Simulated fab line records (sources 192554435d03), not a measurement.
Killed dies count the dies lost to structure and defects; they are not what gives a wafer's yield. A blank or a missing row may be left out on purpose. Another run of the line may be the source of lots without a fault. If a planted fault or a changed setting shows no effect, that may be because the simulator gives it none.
Which tool was responsible?    flow n5Finfet    Sampling: 24 lots, 72 wafers, 6 of 1938 route steps

## WHAT THE GAUGES SHOWED, per wafer
N5_BEOL_M14_CD_MEAS_28: the cd target is 284.4 nm. Usual: 283.8 nm for cdNm, sd 1.3.
lot   measured      on        cdNm (nm)          flag
L074  day 12 07:12  cdSem-03  282.8 281.4 283.8  
L075  day 12 12:39  cdSem-02  284.7 283.2 284.6  
L077  day 12 13:13  cdSem-02  282.9 284.6 284.4  
L076  day 12 13:29  cdSem-02  284.7 285.4 282.7  
L079  day 12 22:10  cdSem-01  285.1 282.7 284.3  
L078  day 12 23:06  cdSem-02  284.4 282.4 284.6  
L080  day 13 10:41  cdSem-03  282.3 282.8 281.7  
L081  day 13 19:38  cdSem-01  284.5 283.2 286.0  
L082  day 13 19:48  cdSem-03  282.3 282.3 282.7  
L084  day 13 22:01  cdSem-01  283.5 283.4 283.9  
L083  day 14 12:04  cdSem-02  284.6 283.6 287.0  
L086  day 15 06:32  cdSem-02  286.6 284.4 284.5  
L085  day 15 17:13  cdSem-01  285.8 282.4 281.9  
L087  day 15 20:23  cdSem-02  282.4 284.2 281.9  
L090  day 16 07:08  cdSem-01  282.8 282.8 281.3  
L089  day 16 13:25  cdSem-01  282.9 282.2 285.1  
L088  day 16 13:52  cdSem-03  281.2 283.3 282.5  
L092  day 17 01:43  cdSem-02  281.8 283.0 283.4  
L091  day 17 06:47  cdSem-01  283.3 286.0 286.2  
L094  day 17 12:59  cdSem-03  284.1 283.4 283.9  
L093  day 17 16:07  cdSem-02  284.4 284.8 284.7  
L095  day 17 16:47  cdSem-02  285.2 283.1 284.1  
L096  day 17 21:23  cdSem-01  283.8 285.3 286.0  
L097  day 18 06:38  cdSem-03  282.9 283.0 285.5  

N5_BEOL_M14_INSPECT_55: inspects for defects (darkfield). Usual: 67 for rawDefectCount, sd 21.
lot   measured      on                rawDefectCount  flag
L074  day 12 11:49  defectInspect-02  106 91 119      
L075  day 12 17:59  defectInspect-02  48 47 62        
L077  day 12 18:00  defectInspect-01  52 48 50        
L076  day 12 18:29  defectInspect-01  49 56 48        
L079  day 13 02:11  defectInspect-02  50 101 84       
L078  day 13 02:11  defectInspect-01  65 86 56        
L080  day 13 17:27  defectInspect-01  72 35 48        
L081  day 13 22:32  defectInspect-01  66 38 84        
L082  day 14 02:46  defectInspect-01  46 55 47        
L084  day 14 02:46  defectInspect-02  89 64 78        
L083  day 14 15:50  defectInspect-02  78 89 99        
L086  day 15 10:15  defectInspect-02  57 82 113       
L085  day 15 23:11  defectInspect-01  36 15 36        
L087  day 15 23:56  defectInspect-02  73 85 107       
L090  day 16 11:29  defectInspect-02  48 87 120       
L089  day 16 17:38  defectInspect-02  35 66 50        
L088  day 16 19:00  defectInspect-02  57 66 79        
L092  day 17 04:46  defectInspect-02  47 89 78        
L091  day 17 09:59  defectInspect-01  67 121 64       
L094  day 17 19:32  defectInspect-01  48 65 69        
L093  day 17 19:31  defectInspect-02  83 109 77       
L095  day 17 20:07  defectInspect-02  64 60 65        
L096  day 18 03:43  defectInspect-01  62 90 62        
L097  day 18 09:44  defectInspect-02  64 73 52        

## WHICH TOOL RAN EACH LOT (tool, then ch and the chambers of the sampled wafers, then the start)
lot   N5_BEOL_M14_STRIP_63                          N5_BEOL_M14_TRENCH_ETCH_34         N5_BEOL_M14_PRE_CLEAN_42     N5_BEOL_M14_SPUTTER_45
L074  rieDiel-02 ch 1,2,3, day 12 07:12 or earlier  rieDiel-04 ch 0,1,2, day 12 07:44  pvdSputter-01, day 12 10:24  pvdSputter-01, day 12 10:36
L075  rieDiel-04 ch 0,3, day 12 12:39 or earlier    rieDiel-02 ch 1,2, day 12 13:37    pvdSputter-03, day 12 16:44  pvdSputter-03, day 12 16:56
L077  rieDiel-03 ch 0,2,3, day 12 13:13 or earlier  rieDiel-03 ch 1,2,3, day 12 13:45  pvdSputter-01, day 12 16:45  pvdSputter-01, day 12 16:57
L076  rieDiel-02 ch 2,3, day 12 13:29 or earlier    rieDiel-02 ch 1,2, day 12 14:11    pvdSputter-01, day 12 17:14  pvdSputter-01, day 12 17:26
L079  rieDiel-04 ch 1,2,3, day 12 22:10 or earlier  rieDiel-03 ch 1,2,3, day 12 22:44  pvdSputter-02, day 13 00:55  pvdSputter-02, day 13 01:07
L078  rieDiel-02 ch 0,1,2, day 12 23:06 or earlier  rieDiel-03 ch 1,3, day 12 23:38    pvdSputter-01, day 13 00:56  pvdSputter-01, day 13 01:08
L080  rieDiel-02 ch 1,3, day 13 10:41 or earlier    rieDiel-02 ch 0,3, day 13 11:13    pvdSputter-03, day 13 15:57  pvdSputter-03, day 13 16:09
L081  rieDiel-03 ch 1,3, day 13 19:38 or earlier    rieDiel-04 ch 1,3, day 13 20:19    pvdSputter-02, day 13 21:17  pvdSputter-02, day 13 21:29
L082  rieDiel-02 ch 1,2,3, day 13 19:48 or earlier  rieDiel-03 ch 0,1,3, day 13 20:21  pvdSputter-02, day 14 01:31  pvdSputter-02, day 14 01:43
L084  rieDiel-04 ch 0,2,3, day 13 22:01 or earlier  rieDiel-03 ch 0,1,3, day 13 22:33  pvdSputter-03, day 14 01:31  pvdSputter-03, day 14 01:43
L083  rieDiel-04 ch 0,2,3, day 14 12:04 or earlier  rieDiel-04 ch 0,1,3, day 14 12:37  pvdSputter-03, day 14 14:35  pvdSputter-03, day 14 14:47
L086  rieDiel-03 ch 0,1,2, day 15 06:32 or earlier  rieDiel-02 ch 0,1,2, day 15 07:05  pvdSputter-01, day 15 08:55  pvdSputter-01, day 15 09:07
L085  rieDiel-03 ch 0,1,2, day 15 17:13 or earlier  rieDiel-04 ch 0,2,3, day 15 17:46  pvdSputter-02, day 15 21:29  pvdSputter-02, day 15 21:41
L087  rieDiel-02 ch 0,3, day 15 20:23 or earlier    rieDiel-04 ch 0,3, day 15 20:56    pvdSputter-01, day 15 21:59  pvdSputter-01, day 15 22:11
L090  rieDiel-02 ch 1,2, day 16 07:08 or earlier    rieDiel-03 ch 0,2,3, day 16 07:41  pvdSputter-01, day 16 10:13  pvdSputter-01, day 16 10:25
L089  rieDiel-03 ch 1,2, day 16 13:25 or earlier    rieDiel-03 ch 1,2, day 16 13:57    pvdSputter-02, day 16 16:22  pvdSputter-02, day 16 16:34
L088  rieDiel-03 ch 0,1,2, day 16 13:52 or earlier  rieDiel-03 ch 0,2, day 16 14:40    pvdSputter-02, day 16 17:25  pvdSputter-02, day 16 17:37
L092  rieDiel-02 ch 0,1,3, day 17 01:43 or earlier  rieDiel-04 ch 1,3, day 17 02:19    pvdSputter-01, day 17 03:22  pvdSputter-01, day 17 03:34
L091  rieDiel-03 ch 0,1,3, day 17 06:47 or earlier  rieDiel-04 ch 1,3, day 17 07:29    pvdSputter-01, day 17 08:41  pvdSputter-01, day 17 08:53
L094  rieDiel-02 ch 0,1,3, day 17 12:59 or earlier  rieDiel-03 ch 0,1, day 17 13:31    pvdSputter-01, day 17 18:16  pvdSputter-01, day 17 18:28
L093  rieDiel-03 ch 0,1,3, day 17 16:07 or earlier  rieDiel-03 ch 0,1,3, day 17 16:44  pvdSputter-03, day 17 18:16  pvdSputter-03, day 17 18:28
L095  rieDiel-03 ch 0,1,3, day 17 16:47 or earlier  rieDiel-04 ch 0,2, day 17 17:42    pvdSputter-03, day 17 18:45  pvdSputter-03, day 17 18:57
L096  rieDiel-03 ch 1,2, day 17 21:23 or earlier    rieDiel-04 ch 0,1,2, day 17 21:55  pvdSputter-02, day 18 01:55  pvdSputter-02, day 18 02:07
L097  rieDiel-04 ch 0,1, day 18 06:38 or earlier    rieDiel-02 ch 2,3, day 18 07:11    pvdSputter-03, day 18 08:23  pvdSputter-03, day 18 08:35
- N5_BEOL_M14_STRIP_63: strips in O2.
- N5_BEOL_M14_TRENCH_ETCH_34: etches SiO2 in C4F8/O2/Ar, target depth 556.65 nm, time 126.9 s.
- N5_BEOL_M14_PRE_CLEAN_42: time 30 s.
- N5_BEOL_M14_SPUTTER_45: material Cu, target thk 100 nm, time 16.67 s.

## AS READ BY THE TOOLS THEMSELVES (means over the sampled wafers that have a number; for cases with no such wafer, the mark the record gives instead)
N5_BEOL_M14_STRIP_63. Usual: drypumpMotorCurrentA 5.9 A, standard deviation 0.35; oesProductAu 0.78 a.u., standard deviation 0.091; rfVppV 3.7 V, standard deviation 0.81; showerheadPlenumPTorr 2.10 Torr, standard deviation 0.065; throttleValvePct 16.65 %, standard deviation 0.17.
lot   tool        drypumpMotorCurrentA (A)  oesProductAu (a.u.)  rfVppV (V)  showerheadPlenumPTorr (Torr)  throttleValvePct (%)  flag
L074  rieDiel-02  5.8                       0.71                 3.7         2.09                          16.74                 
L075  rieDiel-04  5.5                       0.86                 4.1         2.05                          16.48                 
L077  rieDiel-03  6.1                       0.74                 3.4         2.18                          16.61                 
L076  rieDiel-02  6.1                       0.68                 4.2         2.12                          16.70                 
L079  rieDiel-04  5.9                       0.78                 3.5         2.05                          16.72                 
L078  rieDiel-02  5.6                       0.82                 3.7         2.07                          16.66                 
L080  rieDiel-02  6.0                       0.71                 3.4         2.06                          16.67                 
L081  rieDiel-03  6.1                       0.81                 3.5         2.19                          16.53                 
L082  rieDiel-02  5.8                       0.71                 4.1         2.09                          16.76                 
L084  rieDiel-04  5.9                       0.80                 3.8         2.04                          16.62                 
L083  rieDiel-04  5.9                       0.79                 3.8         2.04                          16.62                 
L086  rieDiel-03  6.1                       0.74                 3.3         2.15                          16.73                 
L085  rieDiel-03  6.1                       0.74                 3.5         2.15                          16.73                 
L087  rieDiel-02  5.9                       0.85                 3.8         2.06                          16.52                 
L090  rieDiel-02  5.6                       0.68                 4.0         2.10                          16.87                 
L089  rieDiel-03  6.1                       0.77                 3.1         2.15                          16.69                 
L088  rieDiel-03  6.1                       0.74                 3.0         2.15                          16.74                 
L092  rieDiel-02  5.7                       0.87                 3.5         2.04                          16.48                 
L091  rieDiel-03  6.1                       0.75                 4.5         2.16                          16.70                 
L094  rieDiel-02  5.8                       0.86                 4.4         2.04                          16.52                 
L093  rieDiel-03  6.2                       0.74                 3.9         2.16                          16.70                 
L095  rieDiel-03  6.1                       0.74                 3.9         2.16                          16.70                 
L096  rieDiel-03  6.1                       0.85                 3.2         2.14                          16.57                 
L097  rieDiel-04  5.9                       0.78                 4.0         2.02                          16.63                 

N5_BEOL_M14_TRENCH_ETCH_34. Usual: C4F8_flow_sccm 15.99 sccm, standard deviation 0.053; drypumpMotorCurrentA 6.0 A, standard deviation 0.35; oesProductAu 0.77 a.u., standard deviation 0.072; rfVppV 2214 V, standard deviation 46; showerheadPlenumPTorr 3.43 Torr, standard deviation 0.11; throttleValvePct 30.85 %, standard deviation 0.25.
lot   tool        C4F8_flow_sccm (sccm)  drypumpMotorCurrentA (A)  oesProductAu (a.u.)  rfVppV (V)  showerheadPlenumPTorr (Torr)  throttleValvePct (%)  flag
L074  rieDiel-04  16.02                  6.1                       0.79                 2224        3.36                          30.92                 
L075  rieDiel-02  16.00                  5.6                       0.71                 2193        3.45                          30.99                 
L077  rieDiel-03  16.02                  6.1                       0.78                 2227        3.55                          30.79                 
L076  rieDiel-02  15.96                  5.6                       0.71                 2194        3.45                          30.99                 
L079  rieDiel-03  15.99                  6.1                       0.78                 2227        3.55                          30.81                 
L078  rieDiel-03  15.96                  6.1                       0.81                 2172        3.57                          30.77                 
L080  rieDiel-02  16.01                  6.0                       0.88                 2241        3.39                          30.82                 
L081  rieDiel-04  16.00                  5.7                       0.82                 2192        3.32                          30.86                 
L082  rieDiel-03  15.98                  6.2                       0.78                 2183        3.55                          30.91                 
L084  rieDiel-03  15.99                  6.2                       0.77                 2183        3.55                          30.91                 
L083  rieDiel-04  15.93                  5.7                       0.82                 2217        3.32                          30.71                 
L086  rieDiel-02  15.98                  5.6                       0.78                 2223        3.39                          30.94                 
L085  rieDiel-04  15.98                  5.9                       0.78                 2242        3.36                          30.89                 
L087  rieDiel-04  15.98                  5.8                       0.83                 2243        3.32                          30.58                 
L090  rieDiel-03  15.98                  6.1                       0.72                 2210        3.55                          30.80                 
L089  rieDiel-03  16.00                  6.0                       0.72                 2282        3.51                          30.83                 
L088  rieDiel-03  16.00                  6.2                       0.70                 2219        3.53                          30.93                 
L092  rieDiel-04  15.98                  5.7                       0.78                 2190        3.31                          30.87                 
L091  rieDiel-04  16.07                  5.5                       0.80                 2210        3.31                          30.82                 
L094  rieDiel-03  16.05                  6.2                       0.73                 2191        3.51                          31.07                 
L093  rieDiel-03  16.01                  6.2                       0.75                 2181        3.53                          30.95                 
L095  rieDiel-04  16.07                  6.2                       0.85                 2247        3.35                          30.69                 
L096  rieDiel-04  15.96                  6.1                       0.84                 2222        3.34                          30.84                 
L097  rieDiel-02  16.02                  6.1                       0.95                 2187        3.42                          30.50                 

N5_BEOL_M14_PRE_CLEAN_42. Usual: 497 W for heaterPowerW, sd 66.
lot   tool           heaterPowerW (W)  flag
L074  pvdSputter-01  438               
L075  pvdSputter-03  524               
L077  pvdSputter-01  446               
L076  pvdSputter-01  479               
L079  pvdSputter-02  477               
L078  pvdSputter-01  465               
L080  pvdSputter-03  564               
L081  pvdSputter-02  501               
L082  pvdSputter-02  511               
L084  pvdSputter-03  496               
L083  pvdSputter-03  539               
L086  pvdSputter-01  471               
L085  pvdSputter-02  488               
L087  pvdSputter-01  482               
L090  pvdSputter-01  439               
L089  pvdSputter-02  471               
L088  pvdSputter-02  465               
L092  pvdSputter-01  478               
L091  pvdSputter-01  501               
L094  pvdSputter-01  443               
L093  pvdSputter-03  540               
L095  pvdSputter-03  595               
L096  pvdSputter-02  486               
L097  pvdSputter-03  524               

N5_BEOL_M14_SPUTTER_45. Usual: 30.1 % for throttleValvePct, sd 1.
lot   tool           throttleValvePct (%)  flag
L074  pvdSputter-01  30.0                  
L075  pvdSputter-03  30.8                  
L077  pvdSputter-01  29.1                  
L076  pvdSputter-01  29.8                  
L079  pvdSputter-02  30.0                  
L078  pvdSputter-01  30.8                  
L080  pvdSputter-03  31.0                  
L081  pvdSputter-02  30.3                  
L082  pvdSputter-02  30.3                  
L084  pvdSputter-03  30.0                  
L083  pvdSputter-03  29.3                  
L086  pvdSputter-01  29.8                  
L085  pvdSputter-02  30.9                  
L087  pvdSputter-01  30.1                  
L090  pvdSputter-01  29.8                  
L089  pvdSputter-02  30.0                  
L088  pvdSputter-02  29.9                  
L092  pvdSputter-01  29.8                  
L091  pvdSputter-01  30.6                  
L094  pvdSputter-01  30.1                  
L093  pvdSputter-03  30.2                  
L095  pvdSputter-03  30.7                  
L096  pvdSputter-02  31.1                  
L097  pvdSputter-03  30.7                  

## THE ANSWER, worked out from the rows above alone
Rule: a lot counts as off when the mean over its wafers that have a number is more than 3 standard deviations away from the usual mean. Also off: a lot with no number at a reading for which 4 or more lots have one. The other lots that the step has rows for count as sound. Order of review: gauges by route order, followed by the tools' own readings, for which a lot's mean as printed above is used. The first step at which some lot is off is used, and at that step the reading that is off furthest; a lot without a number counts as furthest.
No lot is off on any of the readings shown, so nothing can be concluded from this.

## WHAT HAD BEEN PUT IN BY THE SIMULATOR
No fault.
